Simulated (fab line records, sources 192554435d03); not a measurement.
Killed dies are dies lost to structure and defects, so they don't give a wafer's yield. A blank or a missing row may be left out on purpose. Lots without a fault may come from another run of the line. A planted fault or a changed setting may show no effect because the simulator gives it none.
fab line records | flow n5_finfet | part 1 of 2: steps 1 to 4 of 6
record lots=23 wafers=69 last_day=17
route steps=1938 shown PMOS_HMC_CHANNEL_EPI@66 FIN_SAQP@120 FIN_CUT@167 STI_FIN_REVEAL@191
lots that met no fault: from a run of the same line without faults
start_h: hours from the record's first day to the start of the lot's first wafer shown | wait_h: hours since the lot's step before | " the same as in the row above | L1.1+2: a row that stands for several wafers | - no value, or no start given | * or withheld: withheld | < > ~ a bound
route shown NAME@n: a module of which the file shows steps, and the number in the route of the first | usual: mean/standard deviation of fault-free wafers | same: alike in all rows | chamber/n: place in a boat | sites: the reading at each site | _std_site: their standard deviation | _edge_site: outer sites' mean less inner sites' | radius_mm: how far each site lies from the wafer's centre | mask NAME#n: copy n | behind: the tool/chamber that last shaped the wafer | hold: why the lot was held/for how many hours/how that ended | device: the transistor (n, p or np) that didn't switch | end of line: the same wafers' tests at the end of the route | a step without rows: its recipe alone | killed: dies lost to structure and defects at the first sort, not the wafer's yield | map: a wafer's dies, x killed, . not, _ none there
set.NAME: the setting as run; set.NAME@STEP: as run at that earlier step | model.NAME: the simulator's own value behind a step, which no gauge read
steps of the route over a sample of lots; a table a step, a row a wafer
services: from which hour (start_h, from the record's first day; less than 0 if before it) a tool's chamber was out of use, for how many hours, and why
## steps
# step N5_PMOS_HMC_CHANNEL_EPI_OVL_MEAS_10
# recipe points_per_wafer=44
# usual PMOS_HMC_BLK_OVL=-0.3/0.66
# columns lot.wafer tool chamber start_h wait_h PMOS_HMC_BLK_OVL[nm]
L075.1 overlay-02 0 25.19 0.0 -0.2
L075.3 " 0 " " -0.4
L075.4 " 0 " " -0.5
L076.2 overlay-02 0 28.77 0.0 -1.3
L076.3 " 0 " " 0.4
L076.5 " 0 " " 0.9
L077.2 overlay-02 0 35.47 0.0 -0.1
L077.5 " 0 " " -1.5
L077.6 " 0 " " -1.0
L078.1 overlay-02 0 41.45 0.0 0.1
L078.5 " 0 " " -0.4
L078.6 " 0 " " -0.9
L079.1 overlay-02 0 46.91 0.0 0.5
L079.3 " 0 " " -0.5
L079.4 " 0 " " -0.1
L080.3 overlay-01 0 54.79 0.0 0.2
L080.4 " 0 " " -0.7
L080.5 " 0 " " 0.5
L081.1 overlay-01 0 60.25 0.0 0.4
L081.5 " 0 " " 0.4
L081.6 " 0 " " 0.0
L082.3 overlay-02 0 65.32 0.0 -1.1
L082.4 " 0 " " -1.1
L082.6 " 0 " " -0.3
L083.2 overlay-02 0 71.42 0.0 -0.3
L083.4 " 0 " " -0.7
L083.5 " 0 " " -0.1
L084.2 overlay-02 0 77.35 0.0 -0.3
L084.5 " 0 " " -0.5
L084.6 " 0 " " -0.3
L085.2 overlay-01 0 83.29 0.0 0.7
L085.3 " 0 " " -0.5
L085.4 " 0 " " 0.4
L086.1 overlay-02 0 89.28 0.0 0.1
L086.3 " 0 " " 0.6
L086.4 " 0 " " -0.4
L087.4 overlay-02 0 96.10 0.0 -0.9
L087.5 " 0 " " 1.6
L087.6 " 0 " " -0.5
L088.3 overlay-02 0 101.97 0.0 -0.5
L088.5 " 0 " " 0.2
L088.6 " 0 " " 0.6
L089.1 overlay-02 0 107.58 0.0 0.1
L089.3 " 0 " " 0.1
L089.4 " 0 " " -0.5
L090.1 overlay-02 0 113.87 0.0 0.3
L090.4 " 0 " " -0.6
L090.6 " 0 " " -0.8
L091.2 overlay-02 0 119.36 0.0 -0.1
L091.3 " 0 " " -0.5
L091.5 " 0 " " -0.5
L092.4 overlay-02 0 125.67 0.0 -0.9
L092.5 " 0 " " 0.3
L092.6 " 0 " " -1.1
L093.3 overlay-02 0 131.53 0.0 -0.7
L093.4 " 0 " " 0.0
L093.5 " 0 " " -0.6
L094.1 overlay-02 0 138.46 0.0 -0.7
L094.4 " 0 " " -0.3
L094.6 " 0 " " -0.2
L095.1 overlay-02 0 143.53 0.0 1.0
L095.3 " 0 " " 0.1
L095.4 " 0 " " -0.9
L096.1 overlay-01 0 149.51 0.0 -1.1
L096.3 " 0 " " -1.8
L096.5 " 0 " " -2.4
L097.3 overlay-01 0 155.57 0.0 -0.5
L097.4 " 0 " " 0.6
L097.6 " 0 " " -0.4
# step N5_FIN_SAQP_MANDREL_ETCH_22
# recipe target_depth_a=600 chemistry=HBr/Cl2 target=a-Si stop_on=SiNx bt_time_s=10 over_etch_frac=0.5 time_s=30 pressure_mtorr=10 icp_w=800 bias_w=75 HBr_flow_sccm=150 Cl2_flow_sccm=80 ends=end_point
# usual drypump_motor_current_A=5.4/0.32 oes_product_au=0.771/0.014 rf_fwd_power_W=795.9/2.7 throttle_valve_pct=35.23/0.24
# columns lot.wafer tool chamber start_h wait_h drypump_motor_current_A oes_product_au rf_fwd_power_W rf_hours_counter_h throttle_valve_pct
L075.1 rie_si-03 3 30.15 0.0 5.3 0.753 792.1 83 35.26
L075.3 " 1 " " 5.8 0.783 795.4 120 35.61
L075.4 " 0 " " 5.2 0.781 793.8 158 35.03
L076.2 rie_si-06 1 33.58 0.0 5.4 0.766 797.4 64 35.12
L076.3 " 0 " " 5.3 0.765 795.7 11 35.52
L076.5 " 1 " " 5.3 0.769 794.7 - 35.10
L077.2 rie_si-03 3 41.14 0.0 5.3 0.765 795.5 83 35.24
L077.5 " 0 " " 5.2 0.773 798.1 - 35.03
L077.6 " 3 " " 5.3 0.771 796.2 - 35.23
L078.1 rie_si-03 2 45.97 0.0 5.3 0.784 796.8 48 35.00
L078.5 " 3 " " 5.3 0.774 799.7 - 35.24
L078.6 " 2 " " 5.3 0.789 797.0 - 35.01
L079.1 rie_si-03 2 52.57 0.0 5.3 0.802 795.6 48 34.98
L079.3 " 1 " " 5.8 0.778 798.5 121 35.58
L079.4 " 3 " " 5.3 0.784 801.3 83 35.22
L080.3 rie_si-03 3 60.08 0.0 5.3 0.760 797.0 83 35.27
L080.4 " 1 " " 5.8 0.790 802.5 121 35.59
L080.5 " 1 " " 5.8 0.784 799.4 - 35.59
L081.1 rie_si-03 3 65.66 0.0 5.3 0.752 795.8 84 35.26
L081.5 " 2 " " 5.3 0.791 796.3 - 35.01
L081.6 " 3 " " 5.3 0.768 794.0 - 35.26
L082.3 rie_si-03 2 69.99 0.0 5.3 0.775 800.3 48 35.03
L082.4 " 3 " " 5.3 0.774 796.8 84 35.23
L082.6 " 0 " " 5.2 0.774 792.0 - 35.02
L083.2 rie_si-06 1 76.68 0.0 5.4 0.778 792.4 65 35.06
L083.4 " 3 " " 5.8 0.772 796.4 21 34.83
L083.5 " 1 " " 5.3 0.786 792.2 - 35.08
L084.2 rie_si-06 3 82.41 0.0 5.8 0.768 798.3 21 34.85
L084.5 " 2 " " 5.0 0.754 796.1 - 35.37
L084.6 " 3 " " 5.8 0.774 797.0 - 34.85
L085.2 rie_si-06 2 88.17 0.0 5.0 0.734 797.3 71 35.40
L085.3 " 3 " " 5.8 0.748 798.7 21 34.89
L085.4 " 0 " " 5.3 0.770 800.9 12 35.53
L086.1 rie_si-06 1 94.50 0.0 5.3 0.758 791.1 65 35.12
L086.3 " 2 " " 5.0 0.747 793.7 71 35.39
L086.4 " 0 " " 5.3 0.756 798.4 12 35.52
L087.4 rie_si-06 1 101.34 0.0 5.3 0.769 793.7 65 35.10
L087.5 " 2 " " 5.0 0.755 798.1 - 35.38
L087.6 " 1 " " 5.4 0.793 791.5 - 35.07
L088.3 rie_si-05 0 108.98 0.0 6.4 0.785 791.6 81 35.04
L088.5 " 1 " " 5.2 0.772 794.4 - 35.44
L088.6 " 0 " " 6.4 0.784 789.5 - 35.05
L089.1 rie_si-03 2 112.54 0.0 5.3 0.784 797.1 49 35.01
L089.3 " 0 " " 5.2 0.766 797.3 160 35.04
L089.4 " 3 " " 5.3 0.766 796.3 84 35.23
L090.1 rie_si-06 0 119.25 0.0 5.3 0.775 796.5 12 35.51
L090.4 " 2 " " 5.0 0.746 796.1 72 35.39
L090.6 " 3 " " 5.8 0.763 798.5 - 34.88
L091.2 rie_si-05 1 124.15 0.0 5.2 0.767 791.4 63 35.49
L091.3 " 0 " " 6.4 0.789 796.7 82 35.04
L091.5 " 2 " " 5.6 0.754 796.1 - 35.19
L092.4 rie_si-06 3 130.46 0.0 5.8 0.765 793.5 22 34.84
L092.5 " 2 " " 5.0 0.750 797.8 - 35.40
L092.6 " 3 " " 5.8 0.771 794.8 - 34.83
L093.3 rie_si-06 1 137.54 0.0 5.4 0.777 795.4 66 35.08
L093.4 " 3 " " 5.8 0.774 798.4 22 34.86
L093.5 " 3 " " 5.8 0.761 799.6 - 34.86
L094.1 rie_si-05 1 143.25 0.0 5.2 0.772 793.2 64 35.44
L094.4 " 2 " " 5.6 0.757 795.0 147 35.17
L094.6 " 1 " " 5.2 0.767 790.6 - 35.45
L095.1 rie_si-03 2 148.66 0.0 5.3 0.801 796.3 50 35.01
L095.3 " 3 " " 5.3 0.768 797.9 85 35.27
L095.4 " 1 " " 5.8 0.780 791.7 122 35.59
L096.1 rie_si-03 3 154.10 0.0 5.3 0.760 795.8 85 35.23
L096.3 " 1 " " 5.8 0.774 798.0 123 35.61
L096.5 " 1 " " 5.8 0.794 798.1 - 35.58
L097.3 rie_si-03 3 160.18 0.0 5.3 0.762 797.4 85 35.27
L097.4 " 2 " " 5.3 0.790 792.7 50 34.99
L097.6 " 1 " " 5.9 0.795 798.5 - 35.57
# step N5_FIN_SAQP_SPACER2_ETCHBACK_29
# recipe chemistry=CHF3/O2 mode=anisotropic_etchback target=SiO2 target_depth_a=122 time_s=6.1 pressure_mtorr=30 source_w=650 bias_w=170 Ar_flow_sccm=200 CHF3_flow_sccm=50 O2_flow_sccm=5 ion_energy_ev=200
# usual drypump_motor_current_A=5.6/0.53 oes_product_au=0.78/0.087 rf_fwd_power_W=645.6/2.2 rf_vpp_V=524/9.9 showerhead_plenum_p_Torr=2.39/0.092 throttle_valve_pct=18.97/0.19
# columns lot.wafer tool chamber start_h wait_h drypump_motor_current_A oes_product_au rf_fwd_power_W rf_hours_counter_h rf_vpp_V showerhead_plenum_p_Torr throttle_valve_pct
L075.1 rie_diel-06 3 33.41 0.2 5.1 0.71 646.5 222 528 2.38 19.06
L075.3 " 1 " " 5.6 0.78 647.0 131 515 2.23 19.03
L075.4 " 0 " " 6.5 0.70 648.5 199 520 2.40 18.98
L076.2 rie_diel-04 3 37.65 0.2 4.9 0.77 645.4 108 526 2.33 19.07
L076.3 " 1 " " 5.8 0.68 643.7 247 505 2.48 19.52
L076.5 " 0 " " 6.0 0.79 644.8 - 519 2.53 18.99
L077.2 rie_diel-05 2 44.40 0.2 6.5 0.85 641.9 77 544 2.42 18.69
L077.5 " 2 " " 6.5 0.86 643.1 - 544 2.42 18.69
L077.6 " 3 " " 5.4 0.81 645.8 - 534 2.42 18.84
L078.1 rie_diel-06 0 49.46 0.2 6.4 0.70 645.1 204 521 2.40 19.00
L078.5 " 0 " " 6.5 0.70 646.6 - 521 2.40 18.99
L078.6 " 1 " " 5.6 0.77 648.4 - 514 2.23 19.04
L079.1 rie_diel-04 0 55.86 0.2 6.1 0.78 642.3 101 519 2.53 18.98
L079.3 " 3 " " 4.9 0.77 643.0 116 527 2.33 19.08
L079.4 " 2 " " 4.9 0.73 645.4 - 536 2.51 18.95
L080.3 rie_diel-04 0 63.15 0.2 6.0 0.78 646.6 104 519 2.53 19.00
L080.4 " 2 " " 4.9 0.73 644.2 168 538 2.50 18.95
L080.5 " 2 " " 4.9 0.73 646.8 - 538 2.50 18.95
L081.1 rie_diel-05 3 69.04 0.2 5.4 0.80 647.0 128 533 2.42 18.87
L081.5 " 1 " " 6.1 0.78 643.1 - 508 2.29 19.11
L081.6 " 2 " " 6.5 0.85 645.6 - 545 2.42 18.72
L082.3 rie_diel-04 2 73.24 0.2 4.9 0.72 644.7 171 534 2.50 18.94
L082.4 " 0 " " 6.0 0.77 645.6 107 519 2.53 18.98
L082.6 " 2 " " 4.9 0.72 642.9 - 537 2.50 18.95
L083.2 rie_diel-06 1 80.70 0.2 5.6 0.76 648.6 147 516 2.23 19.06
L083.4 " 0 " " 6.5 0.69 645.1 214 523 2.39 19.01
L083.5 " 3 " " 5.1 0.69 648.9 - 528 2.38 19.08
L084.2 rie_diel-06 2 86.37 0.2 5.6 0.70 643.2 249 526 2.45 18.91
L084.5 " 3 " " 5.1 0.69 643.5 - 527 2.37 19.08
L084.6 " 1 " " 5.6 0.76 644.8 - 514 2.22 19.07
L085.2 rie_diel-04 0 92.80 0.2 6.1 0.77 646.0 112 519 2.53 19.00
L085.3 " 2 " " 4.9 0.72 648.5 177 536 2.50 18.98
L085.4 " 3 " " 4.9 0.75 643.4 128 526 2.33 19.10
L086.1 rie_diel-05 0 99.60 0.2 5.7 0.76 645.3 152 531 2.39 19.12
L086.3 " 1 " " 6.2 0.76 643.1 168 506 2.29 19.09
L086.4 " 2 " " 6.5 0.83 641.2 99 544 2.42 18.72
L087.4 rie_diel-05 1 105.37 0.2 6.1 0.77 640.4 170 508 2.29 19.12
L087.5 " 2 " " 6.5 0.83 644.6 - 544 2.41 18.71
L087.6 " 3 " " 5.4 0.79 647.2 - 534 2.41 18.89
L088.3 rie_diel-06 2 112.08 0.2 5.6 0.98 644.7 1 526 2.45 18.54
L088.5 " 0 " " 6.5 0.69 647.2 - 522 2.39 19.02
L088.6 " 1 " " 5.6 0.75 647.4 - 513 2.22 19.07
L089.1 rie_diel-06 1 115.72 0.2 5.6 0.75 643.1 162 516 2.22 19.08
L089.3 " 0 " " 6.4 0.69 649.1 227 521 2.39 19.05
L089.4 " 0 " " 6.5 0.69 647.4 - 522 2.39 19.03
L090.1 rie_diel-06 2 123.15 0.2 5.6 0.97 644.2 6 525 2.44 18.52
L090.4 " 2 " " 5.6 0.97 643.7 - 526 2.44 18.54
L090.6 " 0 " " 6.4 0.67 646.7 - 521 2.39 19.04
L091.2 rie_diel-04 2 127.43 0.2 4.9 0.71 642.1 189 536 2.50 18.99
L091.3 " 3 " " 4.9 0.75 646.7 139 524 2.32 19.12
L091.5 " 3 " " 4.9 0.74 645.4 - 526 2.32 19.12
L092.4 rie_diel-06 2 134.85 0.2 5.6 0.96 644.4 - 526 2.44 18.56
L092.5 " 3 " " 5.1 0.97 646.8 - 527 2.37 18.69
L092.6 " 1 " " 5.6 0.75 643.9 - 515 2.22 19.12
L093.3 rie_diel-04 1 140.76 0.2 5.8 0.91 642.5 28 504 2.47 19.13
L093.4 " 0 " " 6.0 0.76 645.5 - 519 2.52 19.05
L093.5 " 3 " " 4.9 0.75 642.7 - 525 2.32 19.12
L094.1 rie_diel-04 0 147.00 0.2 6.1 0.77 647.0 132 518 2.52 19.04
L094.4 " 2 " " 4.9 0.71 645.2 191 537 2.50 18.98
L094.6 " 0 " " 6.1 0.76 647.1 - 520 2.52 19.03
L095.1 rie_diel-06 0 152.28 0.3 6.4 0.68 650.7 237 522 2.38 19.05
L095.3 " 1 " " 5.6 0.73 643.3 178 516 2.21 19.11
L095.4 " 2 " " 5.6 0.93 643.4 18 525 2.44 18.55
L096.1 rie_diel-06 1 157.55 0.2 5.6 0.73 646.7 179 515 2.21 19.10
L096.3 " 2 " " 5.6 0.93 645.8 19 525 2.44 18.57
L096.5 " 1 " " 5.6 0.73 644.5 - 514 2.21 19.11
L097.3 rie_diel-06 2 164.22 0.2 5.6 0.93 646.2 20 525 2.44 18.56
L097.4 " 3 " " 5.1 0.95 647.2 10 528 2.37 18.71
L097.6 " 3 " " 5.1 0.95 649.1 - 528 2.37 18.71
# step N5_FIN_SAQP_OCD_MEAS_76
# usual trench_depth_nm=120.0/2.2
# columns lot.wafer tool chamber start_h wait_h trench_depth_nm
L075.1 ocd-02 - 34.16 0.0 118.0
L075.3 " - " " 121.6
L075.4 " - " " 121.1
L076.2 ocd-02 - 38.40 0.0 121.1
L076.3 " - " " 119.1
L076.5 " - " " 118.0
L077.2 ocd-01 - 45.15 0.0 120.1
L077.5 " - " " 118.8
L077.6 " - " " 121.8
L078.1 ocd-02 - 50.22 0.0 122.0
L078.5 " - " " 122.4
L078.6 " - " " 120.4
L079.1 ocd-02 - 56.64 0.0 120.4
L079.3 " - " " 118.8
L079.4 " - " " 122.1
L080.3 ocd-02 - 63.90 0.0 120.5
L080.4 " - " " 123.8
L080.5 " - " " 119.2
L081.1 ocd-02 - 69.80 0.0 118.8
L081.5 " - " " 122.4
L081.6 " - " " 118.1
L082.3 ocd-02 - 73.99 0.0 118.0
L082.4 " - " " 116.1
L082.6 " - " " 117.1
L083.2 ocd-02 - 81.46 0.0 120.7
L083.4 " - " " 119.4
L083.5 " - " " 123.1
L084.2 ocd-02 - 87.37 0.0 121.1
L084.5 " - " " 120.5
L084.6 " - " " 119.7
L085.2 ocd-02 - 93.54 0.0 118.7
L085.3 " - " " 122.7
L085.4 " - " " 115.8
L086.1 ocd-02 - 100.35 0.0 122.0
L086.3 " - " " 124.1
L086.4 " - " " 121.6
L087.4 ocd-02 - 106.12 0.0 119.9
L087.5 " - " " 120.5
L087.6 " - " " 122.8
L088.3 ocd-02 - 113.06 0.0 119.0
L088.5 " - " " 118.6
L088.6 " - " " 120.8
L089.1 ocd-02 - 116.47 0.0 117.8
L089.3 " - " " 116.2
L089.4 " - " " 116.7
L090.1 ocd-02 - 123.90 0.0 121.3
L090.4 " - " " 119.5
L090.6 " - " " 123.6
L091.2 ocd-02 - 128.21 0.0 120.6
L091.3 " - " " 118.8
L091.5 " - " " 117.2
L092.4 ocd-01 - 135.57 0.0 122.3
L092.5 " - " " 121.7
L092.6 " - " " 117.7
L093.3 ocd-02 - 141.51 0.0 118.7
L093.4 " - " " 122.4
L093.5 " - " " 123.0
L094.1 ocd-01 - 147.79 0.0 116.2
L094.4 " - " " 117.1
L094.6 " - " " 117.7
L095.1 ocd-02 - 153.03 0.0 123.0
L095.3 " - " " 119.3
L095.4 " - " " 118.1
L096.1 ocd-02 - 158.47 0.0 120.5
L096.3 " - " " 118.9
L096.5 " - " " 120.5
L097.3 ocd-01 - 165.07 0.0 118.4
L097.4 " - " " 117.2
L097.6 " - " " 118.7
